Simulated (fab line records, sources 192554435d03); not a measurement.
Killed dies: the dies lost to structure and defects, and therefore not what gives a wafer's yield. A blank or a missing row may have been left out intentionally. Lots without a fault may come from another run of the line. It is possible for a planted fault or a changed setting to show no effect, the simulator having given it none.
Which tool is to blame? / flow n5-finfet / 24 lots with 72 wafers sampled at 5 steps, on a route of 1938 steps

== WHAT EACH GAUGE READ, for each wafer ==
N5_BEOL_M2_INSPECT_59: inspects for defects (darkfield).
lot=L074; measured=day 7 03:10; on=defect-inspect-01; raw-defect-count=59 97 82
lot=L076; measured=day 7 06:38; on=defect-inspect-02; raw-defect-count=69 58 57
lot=L075; measured=day 7 09:20; on=defect-inspect-01; raw-defect-count=77 80 54
lot=L077; measured=day 7 12:34; on=defect-inspect-01; raw-defect-count=63 51 70
lot=L078; measured=day 7 19:26; on=defect-inspect-02; raw-defect-count=84 121 98
lot=L079; measured=day 8 04:43; on=defect-inspect-01; raw-defect-count=109 202 118
lot=L080; measured=day 8 08:10; on=defect-inspect-02; raw-defect-count=55 63 54
lot=L081; measured=day 8 17:09; on=defect-inspect-02; raw-defect-count=93 68 86
lot=L082; measured=day 8 23:12; on=defect-inspect-01; raw-defect-count=125 98 90
lot=L083; measured=day 9 06:40; on=defect-inspect-01; raw-defect-count=41 91 104
lot=L084; measured=day 9 07:37; on=defect-inspect-01; raw-defect-count=54 63 40
lot=L085; measured=day 9 12:09; on=defect-inspect-01; raw-defect-count=49 82 71
lot=L086; measured=day 10 00:22; on=defect-inspect-02; raw-defect-count=66 92 85
lot=L087; measured=day 10 07:58; on=defect-inspect-01; raw-defect-count=46 72 70
lot=L088; measured=day 10 12:08; on=defect-inspect-02; raw-defect-count=60 83 76
lot=L089; measured=day 10 19:07; on=defect-inspect-02; raw-defect-count=106 49 65
lot=L090; measured=day 10 20:13; on=defect-inspect-02; raw-defect-count=71 76 56
lot=L091; measured=day 11 08:10; on=defect-inspect-02; raw-defect-count=85 65 47
lot=L092; measured=day 11 09:16; on=defect-inspect-02; raw-defect-count=84 50 64
lot=L093; measured=day 12 01:10; on=defect-inspect-02; raw-defect-count=59 83 35
lot=L094; measured=day 12 03:01; on=defect-inspect-01; raw-defect-count=77 117 99
lot=L095; measured=day 12 06:36; on=defect-inspect-01; raw-defect-count=47 93 43
lot=L096; measured=day 12 15:50; on=defect-inspect-02; raw-defect-count=95 107 111
lot=L097; measured=day 12 15:49; on=defect-inspect-01; raw-defect-count=77 78 55

N5_BEOL_M3_CD_MEAS_11: the cd target is 17.05 nm.
lot=L074; measured=day 7 05:25; on=cd-sem-02; cd-nm (nm)=17.30 17.22 17.32
lot=L076; measured=day 7 08:51; on=cd-sem-02; cd-nm (nm)=17.45 17.23 16.72
lot=L075; measured=day 7 12:37; on=cd-sem-02; cd-nm (nm)=17.35 17.20 17.55
lot=L077; measured=day 7 13:56; on=cd-sem-01; cd-nm (nm)=17.34 17.25 17.09
lot=L078; measured=day 7 20:35; on=cd-sem-02; cd-nm (nm)=17.02 17.42 17.26
lot=L079; measured=day 8 05:20; on=cd-sem-03; cd-nm (nm)=17.27 17.32 17.36
lot=L080; measured=day 8 11:03; on=cd-sem-02; cd-nm (nm)=16.73 17.23 17.13
lot=L081; measured=day 8 19:41; on=cd-sem-03; cd-nm (nm)=16.85 17.31 17.11
lot=L082; measured=day 9 01:03; on=cd-sem-01; cd-nm (nm)=17.68 17.33 17.18
lot=L083; measured=day 9 08:14; on=cd-sem-02; cd-nm (nm)=17.10 16.87 16.73
lot=L084; measured=day 9 08:49; on=cd-sem-02; cd-nm (nm)=17.24 17.51 17.28
lot=L085; measured=day 9 15:19; on=cd-sem-03; cd-nm (nm)=17.50 17.31 17.24
lot=L086; measured=day 10 01:32; on=cd-sem-03; cd-nm (nm)=17.33 16.84 16.86
lot=L087; measured=day 10 10:13; on=cd-sem-01; cd-nm (nm)=16.90 16.88 17.12
lot=L088; measured=day 10 12:51; on=cd-sem-03; cd-nm (nm)=17.46 17.60 17.27
lot=L089; measured=day 10 23:48; on=cd-sem-02; cd-nm (nm)=17.07 17.46 17.08
lot=L090; measured=day 11 00:13; on=cd-sem-01; cd-nm (nm)=16.86 17.07 16.89
lot=L091; measured=day 11 09:12; on=cd-sem-02; cd-nm (nm)=17.01 17.42 16.98
lot=L092; measured=day 11 09:51; on=cd-sem-03; cd-nm (nm)=17.13 17.62 17.56
lot=L093; measured=day 12 02:24; on=cd-sem-02; cd-nm (nm)=16.61 17.08 16.67
lot=L094; measured=day 12 04:00; on=cd-sem-03; cd-nm (nm)=16.97 16.84 17.30
lot=L095; measured=day 12 07:35; on=cd-sem-03; cd-nm (nm)=17.06 17.01 17.07
lot=L096; measured=day 12 17:48; on=cd-sem-03; cd-nm (nm)=17.28 17.27 17.21
lot=L097; measured=day 12 17:46; on=cd-sem-01; cd-nm (nm)=17.28 17.13 17.23

== WHAT TOOL EACH LOT RAN ON (gives the tool, then ch and the chambers of the sampled wafers, and finally the start) ==
lot=L074; N5_BEOL_M2_SPUTTER_79=pvd-sputter-02, day 7 00:32; N5_BEOL_M2_SPUTTER_86=pvd-sputter-02, day 7 00:59; N5_BEOL_M2_SPUTTER_94=pvd-sputter-02, day 7 01:52
lot=L076; N5_BEOL_M2_SPUTTER_79=pvd-sputter-03, day 7 03:42; N5_BEOL_M2_SPUTTER_86=pvd-sputter-03, day 7 04:08; N5_BEOL_M2_SPUTTER_94=pvd-sputter-03, day 7 05:01
lot=L075; N5_BEOL_M2_SPUTTER_79=pvd-sputter-03, day 7 06:43; N5_BEOL_M2_SPUTTER_86=pvd-sputter-03, day 7 07:09; N5_BEOL_M2_SPUTTER_94=pvd-sputter-03, day 7 08:02
lot=L077; N5_BEOL_M2_SPUTTER_79=pvd-sputter-02, day 7 09:58; N5_BEOL_M2_SPUTTER_86=pvd-sputter-02, day 7 10:24; N5_BEOL_M2_SPUTTER_94=pvd-sputter-02, day 7 11:17
lot=L078; N5_BEOL_M2_SPUTTER_79=pvd-sputter-02, day 7 16:49; N5_BEOL_M2_SPUTTER_86=pvd-sputter-02, day 7 17:16; N5_BEOL_M2_SPUTTER_94=pvd-sputter-02, day 7 18:08
lot=L079; N5_BEOL_M2_SPUTTER_79=pvd-sputter-01, day 8 02:05; N5_BEOL_M2_SPUTTER_86=pvd-sputter-01, day 8 02:32; N5_BEOL_M2_SPUTTER_94=pvd-sputter-01, day 8 03:25
lot=L080; N5_BEOL_M2_SPUTTER_79=pvd-sputter-01, day 8 05:34; N5_BEOL_M2_SPUTTER_86=pvd-sputter-01, day 8 06:00; N5_BEOL_M2_SPUTTER_94=pvd-sputter-01, day 8 06:53
lot=L081; N5_BEOL_M2_SPUTTER_79=pvd-sputter-01, day 8 14:32; N5_BEOL_M2_SPUTTER_86=pvd-sputter-01, day 8 14:58; N5_BEOL_M2_SPUTTER_94=pvd-sputter-01, day 8 15:51
lot=L082; N5_BEOL_M2_SPUTTER_79=pvd-sputter-01, day 8 20:32; N5_BEOL_M2_SPUTTER_86=pvd-sputter-01, day 8 20:59; N5_BEOL_M2_SPUTTER_94=pvd-sputter-01, day 8 21:52
lot=L083; N5_BEOL_M2_SPUTTER_79=pvd-sputter-02, day 9 04:03; N5_BEOL_M2_SPUTTER_86=pvd-sputter-02, day 9 04:29; N5_BEOL_M2_SPUTTER_94=pvd-sputter-02, day 9 05:22
lot=L084; N5_BEOL_M2_SPUTTER_79=pvd-sputter-03, day 9 05:00; N5_BEOL_M2_SPUTTER_86=pvd-sputter-03, day 9 05:26; N5_BEOL_M2_SPUTTER_94=pvd-sputter-03, day 9 06:19
lot=L085; N5_BEOL_M2_SPUTTER_79=pvd-sputter-01, day 9 09:29; N5_BEOL_M2_SPUTTER_86=pvd-sputter-01, day 9 09:55; N5_BEOL_M2_SPUTTER_94=pvd-sputter-01, day 9 10:48
lot=L086; N5_BEOL_M2_SPUTTER_79=pvd-sputter-03, day 9 21:45; N5_BEOL_M2_SPUTTER_86=pvd-sputter-03, day 9 22:11; N5_BEOL_M2_SPUTTER_94=pvd-sputter-03, day 9 23:04
lot=L087; N5_BEOL_M2_SPUTTER_79=pvd-sputter-03, day 10 01:53; N5_BEOL_M2_SPUTTER_86=pvd-sputter-03, day 10 02:19; N5_BEOL_M2_SPUTTER_94=pvd-sputter-03, day 10 03:12
lot=L088; N5_BEOL_M2_SPUTTER_79=pvd-sputter-01, day 10 04:44; N5_BEOL_M2_SPUTTER_86=pvd-sputter-01, day 10 05:10; N5_BEOL_M2_SPUTTER_94=pvd-sputter-01, day 10 06:03
lot=L089; N5_BEOL_M2_SPUTTER_79=pvd-sputter-03, day 10 14:02; N5_BEOL_M2_SPUTTER_86=pvd-sputter-03, day 10 14:29; N5_BEOL_M2_SPUTTER_94=pvd-sputter-03, day 10 15:22
lot=L090; N5_BEOL_M2_SPUTTER_79=pvd-sputter-02, day 10 16:39; N5_BEOL_M2_SPUTTER_86=pvd-sputter-02, day 10 17:05; N5_BEOL_M2_SPUTTER_94=pvd-sputter-02, day 10 17:58
lot=L091; N5_BEOL_M2_SPUTTER_79=pvd-sputter-03, day 11 05:32; N5_BEOL_M2_SPUTTER_86=pvd-sputter-03, day 11 05:59; N5_BEOL_M2_SPUTTER_94=pvd-sputter-03, day 11 06:52
lot=L092; N5_BEOL_M2_SPUTTER_79=pvd-sputter-01, day 11 06:23; N5_BEOL_M2_SPUTTER_86=pvd-sputter-01, day 11 06:50; N5_BEOL_M2_SPUTTER_94=pvd-sputter-01, day 11 07:43
lot=L093; N5_BEOL_M2_SPUTTER_79=pvd-sputter-03, day 11 22:33; N5_BEOL_M2_SPUTTER_86=pvd-sputter-03, day 11 22:59; N5_BEOL_M2_SPUTTER_94=pvd-sputter-03, day 11 23:52
lot=L094; N5_BEOL_M2_SPUTTER_79=pvd-sputter-03, day 12 00:23; N5_BEOL_M2_SPUTTER_86=pvd-sputter-03, day 12 00:50; N5_BEOL_M2_SPUTTER_94=pvd-sputter-03, day 12 01:43
lot=L095; N5_BEOL_M2_SPUTTER_79=pvd-sputter-03, day 12 03:51; N5_BEOL_M2_SPUTTER_86=pvd-sputter-03, day 12 04:17; N5_BEOL_M2_SPUTTER_94=pvd-sputter-03, day 12 05:10
lot=L096; N5_BEOL_M2_SPUTTER_79=pvd-sputter-02, day 12 13:11; N5_BEOL_M2_SPUTTER_86=pvd-sputter-02, day 12 13:38; N5_BEOL_M2_SPUTTER_94=pvd-sputter-02, day 12 14:31
lot=L097; N5_BEOL_M2_SPUTTER_79=pvd-sputter-01, day 12 13:13; N5_BEOL_M2_SPUTTER_86=pvd-sputter-01, day 12 13:39; N5_BEOL_M2_SPUTTER_94=pvd-sputter-01, day 12 14:32
- N5_BEOL_M2_SPUTTER_79: material Cu, target thk 4.5 nm, time 8.29 s.
- N5_BEOL_M2_SPUTTER_86: material Cu, target thk 4.5 nm, time 8.29 s.
- N5_BEOL_M2_SPUTTER_94: material Cu, target thk 4.5 nm, time 8.29 s.

== AS READ BY THE TOOLS THEMSELVES (means over the sampled wafers that have a number; for cases with no such wafer, the mark the record gives instead) ==
N5_BEOL_M2_SPUTTER_79.
lot=L074; tool=pvd-sputter-02; chuck-gas-flow-sccm (sccm)=1.28; throttle-valve-pct (%)=30.5
lot=L076; tool=pvd-sputter-03; chuck-gas-flow-sccm (sccm)=1.29; throttle-valve-pct (%)=30.1
lot=L075; tool=pvd-sputter-03; chuck-gas-flow-sccm (sccm)=1.29; throttle-valve-pct (%)=30.2
lot=L077; tool=pvd-sputter-02; chuck-gas-flow-sccm (sccm)=1.32; throttle-valve-pct (%)=29.7
lot=L078; tool=pvd-sputter-02; chuck-gas-flow-sccm (sccm)=1.30; throttle-valve-pct (%)=29.7
lot=L079; tool=pvd-sputter-01; chuck-gas-flow-sccm (sccm)=1.24; throttle-valve-pct (%)=29.3
lot=L080; tool=pvd-sputter-01; chuck-gas-flow-sccm (sccm)=1.26; throttle-valve-pct (%)=29.4
lot=L081; tool=pvd-sputter-01; chuck-gas-flow-sccm (sccm)=1.22; throttle-valve-pct (%)=29.5
lot=L082; tool=pvd-sputter-01; chuck-gas-flow-sccm (sccm)=1.20; throttle-valve-pct (%)=29.3
lot=L083; tool=pvd-sputter-02; chuck-gas-flow-sccm (sccm)=1.28; throttle-valve-pct (%)=30.7
lot=L084; tool=pvd-sputter-03; chuck-gas-flow-sccm (sccm)=1.26; throttle-valve-pct (%)=30.9
lot=L085; tool=pvd-sputter-01; chuck-gas-flow-sccm (sccm)=1.25; throttle-valve-pct (%)=29.1
lot=L086; tool=pvd-sputter-03; chuck-gas-flow-sccm (sccm)=1.23; throttle-valve-pct (%)=30.6
lot=L087; tool=pvd-sputter-03; chuck-gas-flow-sccm (sccm)=1.28; throttle-valve-pct (%)=30.3
lot=L088; tool=pvd-sputter-01; chuck-gas-flow-sccm (sccm)=1.29; throttle-valve-pct (%)=29.2
lot=L089; tool=pvd-sputter-03; chuck-gas-flow-sccm (sccm)=1.27; throttle-valve-pct (%)=30.7
lot=L090; tool=pvd-sputter-02; chuck-gas-flow-sccm (sccm)=1.27; throttle-valve-pct (%)=29.5
lot=L091; tool=pvd-sputter-03; chuck-gas-flow-sccm (sccm)=1.26; throttle-valve-pct (%)=30.8
lot=L092; tool=pvd-sputter-01; chuck-gas-flow-sccm (sccm)=1.30; throttle-valve-pct (%)=29.3
lot=L093; tool=pvd-sputter-03; chuck-gas-flow-sccm (sccm)=1.23; throttle-valve-pct (%)=30.6
lot=L094; tool=pvd-sputter-03; chuck-gas-flow-sccm (sccm)=1.24; throttle-valve-pct (%)=30.9
lot=L095; tool=pvd-sputter-03; chuck-gas-flow-sccm (sccm)=1.26; throttle-valve-pct (%)=30.3
lot=L096; tool=pvd-sputter-02; chuck-gas-flow-sccm (sccm)=1.27; throttle-valve-pct (%)=30.5
lot=L097; tool=pvd-sputter-01; chuck-gas-flow-sccm (sccm)=1.23; throttle-valve-pct (%)=30.1

N5_BEOL_M2_SPUTTER_86.
lot=L074; tool=pvd-sputter-02; chuck-gas-flow-sccm (sccm)=1.25; throttle-valve-pct (%)=30.6
lot=L076; tool=pvd-sputter-03; chuck-gas-flow-sccm (sccm)=1.26; throttle-valve-pct (%)=30.0
lot=L075; tool=pvd-sputter-03; chuck-gas-flow-sccm (sccm)=1.26; throttle-valve-pct (%)=30.1
lot=L077; tool=pvd-sputter-02; chuck-gas-flow-sccm (sccm)=1.27; throttle-valve-pct (%)=29.8
lot=L078; tool=pvd-sputter-02; chuck-gas-flow-sccm (sccm)=1.31; throttle-valve-pct (%)=29.9
lot=L079; tool=pvd-sputter-01; chuck-gas-flow-sccm (sccm)=1.23; throttle-valve-pct (%)=29.1
lot=L080; tool=pvd-sputter-01; chuck-gas-flow-sccm (sccm)=1.23; throttle-valve-pct (%)=29.3
lot=L081; tool=pvd-sputter-01; chuck-gas-flow-sccm (sccm)=1.23; throttle-valve-pct (%)=29.6
lot=L082; tool=pvd-sputter-01; chuck-gas-flow-sccm (sccm)=1.22; throttle-valve-pct (%)=29.2
lot=L083; tool=pvd-sputter-02; chuck-gas-flow-sccm (sccm)=1.32; throttle-valve-pct (%)=30.6
lot=L084; tool=pvd-sputter-03; chuck-gas-flow-sccm (sccm)=1.27; throttle-valve-pct (%)=30.8
lot=L085; tool=pvd-sputter-01; chuck-gas-flow-sccm (sccm)=1.23; throttle-valve-pct (%)=29.1
lot=L086; tool=pvd-sputter-03; chuck-gas-flow-sccm (sccm)=1.27; throttle-valve-pct (%)=30.7
lot=L087; tool=pvd-sputter-03; chuck-gas-flow-sccm (sccm)=1.26; throttle-valve-pct (%)=30.1
lot=L088; tool=pvd-sputter-01; chuck-gas-flow-sccm (sccm)=1.27; throttle-valve-pct (%)=29.0
lot=L089; tool=pvd-sputter-03; chuck-gas-flow-sccm (sccm)=1.27; throttle-valve-pct (%)=30.7
lot=L090; tool=pvd-sputter-02; chuck-gas-flow-sccm (sccm)=1.23; throttle-valve-pct (%)=29.6
lot=L091; tool=pvd-sputter-03; chuck-gas-flow-sccm (sccm)=1.21; throttle-valve-pct (%)=30.8
lot=L092; tool=pvd-sputter-01; chuck-gas-flow-sccm (sccm)=1.31; throttle-valve-pct (%)=29.3
lot=L093; tool=pvd-sputter-03; chuck-gas-flow-sccm (sccm)=1.18; throttle-valve-pct (%)=30.5
lot=L094; tool=pvd-sputter-03; chuck-gas-flow-sccm (sccm)=1.27; throttle-valve-pct (%)=30.8
lot=L095; tool=pvd-sputter-03; chuck-gas-flow-sccm (sccm)=1.20; throttle-valve-pct (%)=30.3
lot=L096; tool=pvd-sputter-02; chuck-gas-flow-sccm (sccm)=1.26; throttle-valve-pct (%)=30.4
lot=L097; tool=pvd-sputter-01; chuck-gas-flow-sccm (sccm)=1.19; throttle-valve-pct (%)=30.3

N5_BEOL_M2_SPUTTER_94.
lot=L074; tool=pvd-sputter-02; chuck-gas-flow-sccm (sccm)=1.27; throttle-valve-pct (%)=30.5
lot=L076; tool=pvd-sputter-03; chuck-gas-flow-sccm (sccm)=1.31; throttle-valve-pct (%)=29.9
lot=L075; tool=pvd-sputter-03; chuck-gas-flow-sccm (sccm)=1.29; throttle-valve-pct (%)=30.1
lot=L077; tool=pvd-sputter-02; chuck-gas-flow-sccm (sccm)=1.27; throttle-valve-pct (%)=29.6
lot=L078; tool=pvd-sputter-02; chuck-gas-flow-sccm (sccm)=1.24; throttle-valve-pct (%)=29.6
lot=L079; tool=pvd-sputter-01; chuck-gas-flow-sccm (sccm)=1.22; throttle-valve-pct (%)=29.1
lot=L080; tool=pvd-sputter-01; chuck-gas-flow-sccm (sccm)=1.23; throttle-valve-pct (%)=29.2
lot=L081; tool=pvd-sputter-01; chuck-gas-flow-sccm (sccm)=1.29; throttle-valve-pct (%)=29.4
lot=L082; tool=pvd-sputter-01; chuck-gas-flow-sccm (sccm)=1.26; throttle-valve-pct (%)=29.3
lot=L083; tool=pvd-sputter-02; chuck-gas-flow-sccm (sccm)=1.28; throttle-valve-pct (%)=30.5
lot=L084; tool=pvd-sputter-03; chuck-gas-flow-sccm (sccm)=1.28; throttle-valve-pct (%)=30.8
lot=L085; tool=pvd-sputter-01; chuck-gas-flow-sccm (sccm)=1.26; throttle-valve-pct (%)=28.9
lot=L086; tool=pvd-sputter-03; chuck-gas-flow-sccm (sccm)=1.29; throttle-valve-pct (%)=30.5
lot=L087; tool=pvd-sputter-03; chuck-gas-flow-sccm (sccm)=1.26; throttle-valve-pct (%)=30.2
lot=L088; tool=pvd-sputter-01; chuck-gas-flow-sccm (sccm)=1.20; throttle-valve-pct (%)=29.1
lot=L089; tool=pvd-sputter-03; chuck-gas-flow-sccm (sccm)=1.25; throttle-valve-pct (%)=30.7
lot=L090; tool=pvd-sputter-02; chuck-gas-flow-sccm (sccm)=1.28; throttle-valve-pct (%)=29.6
lot=L091; tool=pvd-sputter-03; chuck-gas-flow-sccm (sccm)=1.27; throttle-valve-pct (%)=30.7
lot=L092; tool=pvd-sputter-01; chuck-gas-flow-sccm (sccm)=1.25; throttle-valve-pct (%)=29.3
lot=L093; tool=pvd-sputter-03; chuck-gas-flow-sccm (sccm)=1.25; throttle-valve-pct (%)=30.5
lot=L094; tool=pvd-sputter-03; chuck-gas-flow-sccm (sccm)=1.26; throttle-valve-pct (%)=30.8
lot=L095; tool=pvd-sputter-03; chuck-gas-flow-sccm (sccm)=1.26; throttle-valve-pct (%)=30.4
lot=L096; tool=pvd-sputter-02; chuck-gas-flow-sccm (sccm)=1.27; throttle-valve-pct (%)=30.5
lot=L097; tool=pvd-sputter-01; chuck-gas-flow-sccm (sccm)=1.23; throttle-valve-pct (%)=30.1

== THE ANSWER, worked out from the rows above alone ==
Rule: the usual values come from the lots themselves. Put in order of their means at a reading, lots are off if they are a third of the lots or fewer, leave a main group of 4 or more, and stand apart from it by a gap of 3 or more times the standard deviation of the main group's means; of several such gaps the widest counts. If all means in a main group match to the digits the tables above print for the reading, that group is not used. Also off: a lot with no number at a reading for which 4 or more lots have one. The other lots that the step has rows for count as sound. Order of review: gauges by route order, followed by the tools' own readings, for which a lot's mean as printed above is used. At the first step where some lot is off, the reading lying furthest off is the one used; lots without a number count as furthest.
Across all readings shown, no lot is off: no conclusion can be drawn from this.

== WHAT WAS PUT IN BY THE SIMULATOR ==
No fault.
